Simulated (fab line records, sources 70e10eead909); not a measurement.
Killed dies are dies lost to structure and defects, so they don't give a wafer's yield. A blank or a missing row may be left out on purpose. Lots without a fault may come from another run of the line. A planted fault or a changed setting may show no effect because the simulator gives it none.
Which tool did it? | flow nand_harc | 13 lots, 37 wafers sampled, at 1 step of a route of 1159

WHAT THE GAUGES READ, wafer by wafer
NHARC_A_SGD_CUT_INSPECT_11. Usual: raw_defect_count 17, standard deviation 9.2.
lot  | measured     | on                | raw_defect_count | flag
L548 | day 13 16:15 | defect_inspect-01 | 6 5 13           |
L550 | day 14 04:55 | defect_inspect-01 | 23 27 22         |
L551 | day 14 09:52 | defect_inspect-02 | 5 10 5           |
L553 | day 15 08:58 | defect_inspect-01 | 11 11 15         |
L554 | day 15 09:08 | defect_inspect-02 | 28 29 24         |
L557 | day 15 21:02 | defect_inspect-02 | 17 11 10         |
L555 | day 15 21:43 | defect_inspect-02 | 14 25 32         |
L559 | day 17 00:00 | defect_inspect-01 | 23 41 36         |
L561 | day 17 00:11 | defect_inspect-02 | 12 10 9          |
L566 | day 18 11:08 | defect_inspect-01 | 12 12            |
L570 | day 19 02:28 | defect_inspect-02 | 16 6 9           |
L568 | day 19 02:43 | defect_inspect-02 | 12 12            |
L571 | day 19 16:29 | defect_inspect-01 | 14 15 11         |

WHICH TOOL RAN EACH LOT (tool, then ch and the chambers of the sampled wafers, then the start)
The record holds no process step before these readings.

WHAT THE TOOLS THEMSELVES READ (means of the sampled wafers that have a number; where no wafer has one, the mark that the record gives instead)
The record holds no such reading with a usual standard deviation.

THE ANSWER, worked out from the rows above alone
Rule: a lot is off if the mean of its wafers that have a number lies more than 3 standard deviations from the usual mean. A lot without any number at a reading at which 4 lots or more have one is off too. The other lots that the step has rows for count as sound. The gauges are gone through in route order, then the tools' own readings, and for those a lot's mean is taken as printed above. The first step at which some lot is off is used, and at that step the reading that is off furthest; a lot without a number counts as furthest.
No lot is off at any reading shown: from this, nothing can be told.

WHAT THE SIMULATOR HAD PUT IN
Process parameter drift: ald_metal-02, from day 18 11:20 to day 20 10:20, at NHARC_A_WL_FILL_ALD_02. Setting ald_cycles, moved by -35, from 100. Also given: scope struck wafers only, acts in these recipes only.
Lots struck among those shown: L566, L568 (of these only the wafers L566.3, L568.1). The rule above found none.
